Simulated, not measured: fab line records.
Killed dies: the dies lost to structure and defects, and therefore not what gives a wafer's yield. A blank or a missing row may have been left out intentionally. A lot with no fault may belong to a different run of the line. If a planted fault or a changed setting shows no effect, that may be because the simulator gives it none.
fab line records	flow nandHarc
record lots=7	wafers=19	lastDay=33
route steps=1302 shown A_STAIRCASE@668 END@1302
lots with no fault: from the same line, run without faults
startH: the number of hours between the record's first day and the start of the first shown wafer of the lot	waitH: hours elapsed since this lot's preceding step	" unchanged from the row above	L1.1+2: one row covering several wafers at once	- either no value or no given start	* or withheld: withheld	< > ~ a bound
route shown NAME@n: a module of which the file shows steps, and the number in the route of the first	usual: the fault-free wafers' mean and standard deviation	same: alike in all rows	chamber/n: place in a boat	sites: each site's reading	_std_site: standard deviation of those values	_edge_site: mean of outer sites minus mean of inner sites	radiusMm: for every site, how far away it sits from the centre of the wafer	mask NAME#n: copy n	behind: the last tool/chamber to shape the wafer	hold: the reason the lot was held/the length of the hold in hours/how it ended	device: transistor that didn't switch, given as n, p or np	end of line: the tests these same wafers got at the end of their route	step lacking rows: just its recipe	killed: dies that structure and defects cost at the first sort, which is not the same as the wafer's yield	map: dies across one wafer; x = killed, . = not, _ = none there
set.NAME: the setting the step ran with; set.NAME@STEP: the setting that earlier step ran with	model.NAME: the simulator's own value behind a step, which no gauge read
lots at some steps of the route; a table a step, a row a wafer
services: when a tool's chamber went out of use (startH, in hours from the record's first day, below 0 if earlier), for how many hours, and the reason
## steps
# step NHARC_A_STAIRCASE_TRIM_12
# recipe timeS=211.2	o2FlowSccm=500	arFlowSccm=0	biasW=0	chemistry=O2
# step NHARC_A_STAIRCASE_ETCH_13
# recipe targetDepthA=1000	timeS=40.5	ionEnergyEv=400	c4f8FlowSccm=20	o2FlowSccm=10	arFlowSccm=withheld	rfW=600	biasW=1000	chemistry=C4F8/O2
# step NHARC_A_STAIRCASE_TRIM_14
# recipe timeS=211.2	o2FlowSccm=500	arFlowSccm=0	biasW=0	chemistry=O2
# step NHARC_A_STAIRCASE_ETCH_15
# recipe targetDepthA=1000	timeS=40.5	ionEnergyEv=400	c4f8FlowSccm=20	o2FlowSccm=10	arFlowSccm=withheld	rfW=600	biasW=1000	chemistry=C4F8/O2
# usual biasW=1000.1/3	oesProductAu=0.947/0.015	rfVppV=896/7	runLengthS=61.8/0.4
lot.wafer	tool	chamber	startH	waitH	biasW	oesProductAu	rfHoursCounterH	rfVppV	runLengthS
L152.4	rieDiel-12	2	-	-	999.4	0.958	41	892	62.0
L152.1	"	3	"	"	998.5	0.955	34	886	61.5
L152.3	"	0	"	"	998.9	0.925	33	905	62.2
L162.4	rieDiel-12	0	-	-	999.0	0.935	1	905	61.9
L162.5	"	3	"	"	1000.2	0.955	-	906	61.8
L162.6	"	0	"	"	999.3	0.936	-	904	62.2
L165.2	rieDiel-12	3	-	-	1001.1	0.969	16	905	61.8
L165.1	"	0	"	"	999.8	0.939	16	904	61.9
L165.3	"	1	"	"	999.7	0.931	16	900	62.3
L166.2	rieDiel-12	1	-	-	1006.4	0.915	18	899	62.5
L166.5	"	3	"	"	1000.5	0.962	-	906	61.9
L170.5	rieDiel-12	0	-	-	995.7	0.915	-	906	62.0
L170.4	"	1	"	"	998.1	0.912	-	899	62.1
L170.6	"	2	"	"	998.2	0.929	-	890	62.3
L169.6	rieDiel-12	2	-	-	1000.8	0.951	-	890	62.5
L169.5	"	1	"	"	1004.4	0.913	-	898	62.7
L174.1	rieDiel-12	3	-	-	1001.0	0.963	35	906	61.8
L174.4	"	2	"	"	1000.3	0.943	41	890	61.8
L174.5	"	3	"	"	1000.7	0.960	-	906	61.7
# step NHARC_A_STAIRCASE_TRIM_16
# recipe timeS=211.2	o2FlowSccm=500	arFlowSccm=0	biasW=0	chemistry=O2
# step NHARC_A_STAIRCASE_ETCH_17
# recipe targetDepthA=1000	timeS=40.5	ionEnergyEv=400	c4f8FlowSccm=20	o2FlowSccm=10	arFlowSccm=withheld	rfW=600	biasW=1000	chemistry=C4F8/O2
# step NHARC_A_STAIRCASE_TRIM_18
# recipe timeS=211.2	o2FlowSccm=500	arFlowSccm=0	biasW=0	chemistry=O2
# step NHARC_A_STAIRCASE_ETCH_19
# recipe targetDepthA=1000	timeS=40.5	ionEnergyEv=400	c4f8FlowSccm=20	o2FlowSccm=10	arFlowSccm=withheld	rfW=600	biasW=1000	chemistry=C4F8/O2
# step NHARC_A_STAIRCASE_TRIM_20
# recipe timeS=211.2	o2FlowSccm=500	arFlowSccm=0	biasW=0	chemistry=O2
# usual drypumpMotorCurrentA=5.8/0.34	oesProductAu=1.004/0.011	rfVppV=57.7/1	showerheadPlenumPTorr=3.53/0.19	throttleValvePct=17.037/0.0095
# same biasW=0
lot.wafer	tool	chamber	startH	waitH	drypumpMotorCurrentA	oesProductAu	rfHoursCounterH	rfVppV	showerheadPlenumPTorr	throttleValvePct
L152.4	rieDiel-12	2	359.88	0.1	6.2	1.002	42	59.1	3.39	17.048
L152.3	"	3	"	"	5.8	1.011	34	57.2	3.29	17.037
L152.1	"	0	"	"	5.9	0.981	33	58.8	3.79	17.052
L162.4	rieDiel-06	0	457.71	0.1	5.6	1.010	53	57.8	3.39	17.051
L162.6	"	1	"	"	5.7	1.003	-	58.3	3.52	17.028
L162.5	"	2	"	"	5.0	1.007	-	58.8	3.75	17.047
L165.1	rieDiel-12	2	503.90	0.1	6.3	1.016	18	55.8	3.37	17.060
L165.3	"	3	"	"	5.8	1.023	16	58.2	3.80	17.045
L165.2	"	0	"	"	5.9	0.997	16	58.4	3.76	17.038
L166.2	rieDiel-06	0	507.98	0.2	5.6	1.021	8	58.7	3.38	17.034
L166.5	"	2	"	"	5.0	1.004	-	57.3	3.74	17.052
L170.4	rieDiel-06	1	533.87	0.1	5.7	1.005	16	58.4	3.50	17.035
L170.5	"	0	"	"	5.6	1.013	-	57.0	3.38	17.035
L170.6	"	1	"	"	5.7	1.002	-	57.9	3.50	17.017
L169.5	rieDiel-06	0	534.20	0.2	5.6	1.012	-	57.1	3.38	17.031
L169.6	"	1	"	"	5.7	0.996	-	58.1	3.50	17.028
L174.1	rieDiel-12	3	574.57	0.1	5.8	1.012	35	58.7	3.79	17.028
L174.4	"	1	"	"	5.8	0.991	39	58.4	3.62	17.027
L174.5	"	2	"	"	6.2	1.004	-	57.3	3.36	17.039
# step NHARC_A_STAIRCASE_ETCH_21
# recipe targetDepthA=1000	timeS=40.5	ionEnergyEv=400	c4f8FlowSccm=20	o2FlowSccm=10	arFlowSccm=withheld	rfW=600	biasW=1000	chemistry=C4F8/O2
# usual biasW=999.3/2.9	oesProductAu=0.956/0.018	rfVppV=896/6.7	runLengthS=61.7/0.39
lot.wafer	tool	chamber	startH	waitH	biasW	oesProductAu	rfHoursCounterH	rfVppV	runLengthS
L152.3	rieDiel-12	3	-	-	996.1	0.957	34	887	61.4
L152.4	"	1	"	"	1006.8	0.944	40	900	62.3
L152.1	"	2	"	"	1002.9	0.958	42	891	61.8
L162.4	rieDiel-06	1	-	-	997.9	0.965	38	897	61.9
L162.6	"	1	"	"	998.7	0.956	-	894	61.8
L162.5	"	2	"	"	1001.1	0.975	-	904	61.9
L165.1	rieDiel-12	0	-	-	998.5	0.954	16	907	62.3
L165.2	"	1	"	"	998.4	0.921	16	898	62.1
L165.3	"	2	"	"	997.5	0.948	18	891	62.0
L166.2	rieDiel-06	3	-	-	998.4	0.962	0	892	61.8
L166.5	"	2	"	"	1000.5	0.963	-	904	62.3
L170.4	rieDiel-06	3	-	-	996.3	0.971	9	890	61.1
L170.6	"	2	"	"	1002.4	0.990	-	903	61.6
L170.5	"	3	"	"	994.4	0.977	-	891	60.9
L169.5	rieDiel-06	1	-	-	996.1	0.941	-	896	62.0
L169.6	"	2	"	"	1001.4	0.950	-	903	62.0
L174.1	rieDiel-12	3	-	-	999.2	0.955	35	906	61.3
L174.4	"	0	"	"	995.7	0.933	39	904	62.4
L174.5	"	0	"	"	1000.8	0.936	-	904	62.0
# step NHARC_A_STAIRCASE_TRIM_22
# recipe timeS=211.2	o2FlowSccm=500	arFlowSccm=0	biasW=0	chemistry=O2
# usual drypumpMotorCurrentA=5.8/0.35	oesProductAu=1.004/0.011	rfVppV=57.7/0.98	showerheadPlenumPTorr=3.51/0.18	throttleValvePct=17.036/0.0098
# same biasW=0
lot.wafer	tool	chamber	startH	waitH	drypumpMotorCurrentA	oesProductAu	rfHoursCounterH	rfVppV	showerheadPlenumPTorr	throttleValvePct
L152.3	rieDiel-12	1	-	-	5.8	0.982	40	58.2	3.65	17.045
L152.1	"	3	"	"	5.8	1.006	35	57.7	3.28	17.037
L152.4	"	0	"	"	5.9	0.990	33	57.7	3.79	17.040
L162.4	rieDiel-06	1	-	-	5.7	1.003	38	56.1	3.52	17.047
L162.5	"	3	"	"	5.9	1.013	-	56.8	3.41	17.028
L162.6	"	0	"	"	5.6	1.010	-	57.1	3.39	17.039
L165.3	rieDiel-12	2	-	-	6.2	1.012	18	57.0	3.37	17.024
L165.2	"	3	"	"	5.8	1.019	16	59.9	3.80	17.036
L165.1	"	1	"	"	5.8	0.989	16	56.7	3.63	17.049
L166.2	rieDiel-06	3	-	-	5.9	0.993	0	58.1	3.40	17.047
L166.5	"	1	"	"	5.7	0.998	-	58.3	3.51	17.037
L170.4	rieDiel-06	2	-	-	5.0	1.008	16	56.6	3.73	17.008
L170.6	"	1	"	"	5.7	1.008	-	57.4	3.50	17.035
L170.5	"	2	"	"	5.0	1.004	-	58.1	3.73	17.032
L169.5	rieDiel-06	3	-	-	5.9	0.984	-	56.3	3.40	17.022
L169.6	"	0	"	"	5.6	1.014	-	58.0	3.38	17.034
L174.4	rieDiel-12	0	-	-	5.9	0.977	39	59.5	3.75	17.049
L174.1	"	1	"	"	5.8	1.001	39	58.3	3.62	17.040
L174.5	"	0	"	"	5.9	0.990	-	60.1	3.75	17.032
# step NHARC_A_STAIRCASE_ETCH_23
# recipe targetDepthA=1000	timeS=40.5	ionEnergyEv=400	c4f8FlowSccm=20	o2FlowSccm=10	arFlowSccm=withheld	rfW=600	biasW=1000	chemistry=C4F8/O2
# usual biasW=1000.1/2.7	oesProductAu=0.950/0.015	rfVppV=896/6.7	runLengthS=61.7/0.41
lot.wafer	tool	chamber	startH	waitH	biasW	oesProductAu	rfHoursCounterH	rfVppV	runLengthS
L152.3	rieDiel-12	0	360.30	-	998.8	0.952	33	906	61.9
L152.4	"	1	"	"	997.4	0.922	40	901	62.3
L152.1	"	3	"	"	1000.7	0.953	35	886	61.6
L162.4	rieDiel-06	2	458.08	-	996.8	0.969	45	903	61.6
L162.5	"	1	"	"	1001.9	0.954	-	894	62.6
L162.6	"	2	"	"	1003.0	0.979	-	904	61.9
L165.2	rieDiel-12	1	504.33	-	998.5	0.917	16	900	62.2
L165.3	"	3	"	"	1001.2	0.953	16	905	61.4
L165.1	"	0	"	"	1003.2	0.945	16	905	62.0
L166.2	rieDiel-06	1	508.35	-	-	0.953	8	895	36.6
L166.5	"	0	"	"	1000.2	0.952	-	889	61.2
L170.4	rieDiel-06	1	534.40	-	1000.9	0.928	17	896	62.3
L170.6	"	1	"	"	-	0.928	-	892	36.6
L170.5	"	2	"	"	1000.8	0.949	-	905	61.8
L169.6	rieDiel-06	0	534.62	-	-	0.947	-	890	36.4
L169.5	"	1	"	"	1001.4	0.925	-	897	61.9
L174.4	rieDiel-12	1	574.98	-	1000.7	0.928	39	898	62.1
L174.1	"	3	"	"	998.9	0.970	36	905	61.5
L174.5	"	1	"	"	998.2	0.929	-	899	62.0
# step NHARC_A_STAIRCASE_TRIM_24
# recipe timeS=211.2	o2FlowSccm=500	arFlowSccm=0	biasW=0	chemistry=O2
# usual drypumpMotorCurrentA=5.8/0.35	oesProductAu=1.003/0.011	rfVppV=57.8/0.96	showerheadPlenumPTorr=3.52/0.19	throttleValvePct=17.037/0.0098
# same biasW=0
lot.wafer	tool	chamber	startH	waitH	drypumpMotorCurrentA	oesProductAu	rfHoursCounterH	rfVppV	showerheadPlenumPTorr	throttleValvePct
L152.4	rieDiel-12	3	-	-	5.8	1.002	35	56.1	3.28	17.047
L152.3	"	0	"	"	5.9	0.978	33	59.3	3.79	17.038
L152.1	"	2	"	"	6.2	1.007	42	57.7	3.39	17.039
L162.4	rieDiel-06	1	-	-	5.7	1.001	38	57.5	3.52	17.044
L162.6	"	1	"	"	5.7	0.991	-	56.2	3.52	17.030
L162.5	"	2	"	"	5.0	1.017	-	60.4	3.75	17.033
L165.3	rieDiel-12	0	-	-	5.9	0.992	16	58.6	3.76	17.038
L165.2	"	2	"	"	6.2	1.003	18	57.7	3.37	17.037
L165.1	"	3	"	"	5.8	1.017	16	58.6	3.80	17.041
L166.2	rieDiel-06	2	-	-	5.0	0.990	8	57.3	3.74	17.027
L166.5	"	2	"	"	5.1	0.998	-	58.3	3.74	17.046
L170.4	rieDiel-06	3	-	-	5.9	0.996	9	57.3	3.40	17.032
L170.6	"	0	"	"	5.6	1.009	-	58.5	3.38	17.026
L170.5	"	1	"	"	5.7	1.003	-	58.2	3.50	17.012
L169.5	rieDiel-06	1	-	-	5.7	0.996	-	58.8	3.50	17.020
L169.6	"	2	"	"	5.1	1.005	-	58.7	3.73	17.030
L174.1	rieDiel-12	2	-	-	6.2	1.007	42	58.3	3.36	17.033
L174.4	"	0	"	"	5.9	0.997	39	59.6	3.75	17.045
L174.5	"	2	"	"	6.2	1.008	-	57.8	3.36	17.023
# step NHARC_END_SORT_01
# recipe tempC=25
# usual killedAtArray=55/20	killedAtOther=1.1/1.2	killedAtPeriphery=3.8/2.8	killedDies=60/19	killedOpen=3.4/1.9	killedShort=2.2/1.5
# same grossDies=677
lot.wafer	tool	chamber	startH	waitH	killedAtArray	killedAtOther	killedAtPeriphery	killedDies	killedOpen	killedShort
L166.2	prober-02	0	706.12	2.8	671	1	5	677	5	1
L170.6	prober-02	0	749.24	4.0	672	0	5	677	3	2
L169.6	prober-01	0	763.74	4.0	676	1	0	677	2	3
# killed by level:class
L166.2 A_STAIRCASE:areaEtch=592 A_SLIT:chamberFilmFlake=37 A_CHANNEL_HOLE_D1:chamberFilmFlake=30 P_GATE:chamberFilmFlake=3 A_CONTACT:chamberFilmFlake=3 A_DECK1_JOINT:geometricParticle:open=2 A_ZERO_WELL:chamberFilmFlake=2 P_GATE:geometricParticle:short=1
L170.6 A_STAIRCASE:areaEtch=616 A_CHANNEL_HOLE_D1:chamberFilmFlake=27 A_STAIRCASE:chamberFilmFlake=9 A_SLIT:chamberFilmFlake=6 A_WL_FILL:chamberFilmFlake=3 A_CONTACT:chamberFilmFlake=3 P_ZERO_WELL:chamberFilmFlake=2 A_M1:chamberFilmFlake=2
L169.6 A_STAIRCASE:areaEtch=620 A_CHANNEL_HOLE_D2:chamberFilmFlake=24 A_CHANNEL_HOLE_D1:chamberFilmFlake=12 A_SLIT:chamberFilmFlake=3 A_DECK1_JOINT:chamberFilmFlake=3 A_STAIRCASE:chamberFilmFlake=3 A_ZERO_WELL:chamberFilmFlake=2 A_CHANNEL_FILL_D1:geometricParticle:short=1
# map L166.2 (x killed, . not)
____________x____________
_________xxxxxxx_________
_______xxxxxxxxxxx_______
______xxxxxxxxxxxxx______
_____xxxxxxxxxxxxxxx_____
____xxxxxxxxxxxxxxxxx____
____xxxxxxxxxxxxxxxxx____
___xxxxxxxxxxxxxxxxxxx___
___xxxxxxxxxxxxxxxxxxx___
__xxxxxxxxxxxxxxxxxxxxx__
__xxxxxxxxxxxxxxxxxxxxx__
_xxxxxxxxxxxxxxxxxxxxxxx_
_xxxxxxxxxxxxxxxxxxxxxxx_
_xxxxxxxxxxxxxxxxxxxxxxx_
_xxxxxxxxxxxxxxxxxxxxxxx_
_xxxxxxxxxxxxxxxxxxxxxxx_
xxxxxxxxxxxxxxxxxxxxxxxxx
xxxxxxxxxxxxxxxxxxxxxxxxx
xxxxxxxxxxxxxxxxxxxxxxxxx
xxxxxxxxxxxxxxxxxxxxxxxxx
xxxxxxxxxxxxxxxxxxxxxxxxx
_xxxxxxxxxxxxxxxxxxxxxxx_
_xxxxxxxxxxxxxxxxxxxxxxx_
_xxxxxxxxxxxxxxxxxxxxxxx_
_xxxxxxxxxxxxxxxxxxxxxxx_
_xxxxxxxxxxxxxxxxxxxxxxx_
__xxxxxxxxxxxxxxxxxxxxx__
__xxxxxxxxxxxxxxxxxxxxx__
___xxxxxxxxxxxxxxxxxxx___
___xxxxxxxxxxxxxxxxxxx___
____xxxxxxxxxxxxxxxxx____
____xxxxxxxxxxxxxxxxx____
_____xxxxxxxxxxxxxxx_____
______xxxxxxxxxxxxx______
_______xxxxxxxxxxx_______
_________xxxxxxx_________
____________x____________
# map L169.6 (x killed, . not)
____________x____________
_________xxxxxxx_________
_______xxxxxxxxxxx_______
______xxxxxxxxxxxxx______
_____xxxxxxxxxxxxxxx_____
____xxxxxxxxxxxxxxxxx____
____xxxxxxxxxxxxxxxxx____
___xxxxxxxxxxxxxxxxxxx___
___xxxxxxxxxxxxxxxxxxx___
__xxxxxxxxxxxxxxxxxxxxx__
__xxxxxxxxxxxxxxxxxxxxx__
_xxxxxxxxxxxxxxxxxxxxxxx_
_xxxxxxxxxxxxxxxxxxxxxxx_
_xxxxxxxxxxxxxxxxxxxxxxx_
_xxxxxxxxxxxxxxxxxxxxxxx_
_xxxxxxxxxxxxxxxxxxxxxxx_
xxxxxxxxxxxxxxxxxxxxxxxxx
xxxxxxxxxxxxxxxxxxxxxxxxx
xxxxxxxxxxxxxxxxxxxxxxxxx
xxxxxxxxxxxxxxxxxxxxxxxxx
xxxxxxxxxxxxxxxxxxxxxxxxx
_xxxxxxxxxxxxxxxxxxxxxxx_
_xxxxxxxxxxxxxxxxxxxxxxx_
_xxxxxxxxxxxxxxxxxxxxxxx_
_xxxxxxxxxxxxxxxxxxxxxxx_
_xxxxxxxxxxxxxxxxxxxxxxx_
__xxxxxxxxxxxxxxxxxxxxx__
__xxxxxxxxxxxxxxxxxxxxx__
___xxxxxxxxxxxxxxxxxxx___
___xxxxxxxxxxxxxxxxxxx___
____xxxxxxxxxxxxxxxxx____
____xxxxxxxxxxxxxxxxx____
_____xxxxxxxxxxxxxxx_____
______xxxxxxxxxxxxx______
_______xxxxxxxxxxx_______
_________xxxxxxx_________
____________x____________
## services
tool	chamber	startH	hours	kind
rieDiel-12	0	352.32	-	clean
rieDiel-12	1	352.32	-	clean
rieDiel-12	2	352.32	-	clean
rieDiel-12	3	352.32	-	clean
rieDiel-06	1	354.02	13.4	repair
rieDiel-06	3	365.97	9.2	repair
rieDiel-12	0	376.82	-	clean
rieDiel-12	1	376.82	-	clean
rieDiel-12	2	376.82	-	clean
rieDiel-12	3	376.82	-	clean
rieDiel-12	0	403.27	-	clean
rieDiel-12	1	403.27	-	clean
rieDiel-12	2	403.27	-	clean
rieDiel-12	3	403.27	-	clean
rieDiel-12	0	427.77	-	clean
rieDiel-12	1	427.77	-	clean
rieDiel-12	2	427.77	-	clean
rieDiel-12	3	427.77	-	clean
rieDiel-06	-	441.74	0.7	repair
rieDiel-12	-	445.49	9.0	pm
rieDiel-12	1	466.41	5.9	repair
rieDiel-06	-	484.22	9.0	pm
rieDiel-06	3	496.22	11.6	repair
rieDiel-06	3	554.15	5.6	repair
## key
firstSign step=NHARC_A_STAIRCASE_ETCH_23	reading=runLengthS	direction=down	sigmas=62	usual=*	struck=*
effect step=NHARC_END_SORT_01	reading=killedDies	direction=up	sigmas=32	usual=60	struck=677
moreKillsBornAt NHARC_A_STAIRCASE_ETCH_23@rieDiel-06=1828
metAt NHARC_A_STAIRCASE_ETCH_23
struckWafers L166.2,L169.6,L170.6
laterRowsLeftOut L166.2,L169.6,L170.6
testerLeftOut L166,L169,L170
onsetBetween 458.08 508.35
fault kind=processParameterDrift	tool=rieDiel-06	chamber=-	onsetH=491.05	steps=NHARC_A_STAIRCASE_ETCH_23	channel=timeS	offset=*	shape=step	endH=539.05	scope=struckWafersOnly	actsIn=*	stated=*
# testerLeftOut: of these lots the tester's yield and bins aren't shown, on N5 and GAA mostly nor the transistor test; their killed dies are dies lost to structure and defects alone, not to doping, threshold or leakage, so they don't give the yield
# laterRowsLeftOut: the simulator's readings of these wafers behind a module that went badly wrong aren't trusted and aren't shown, but for the sort
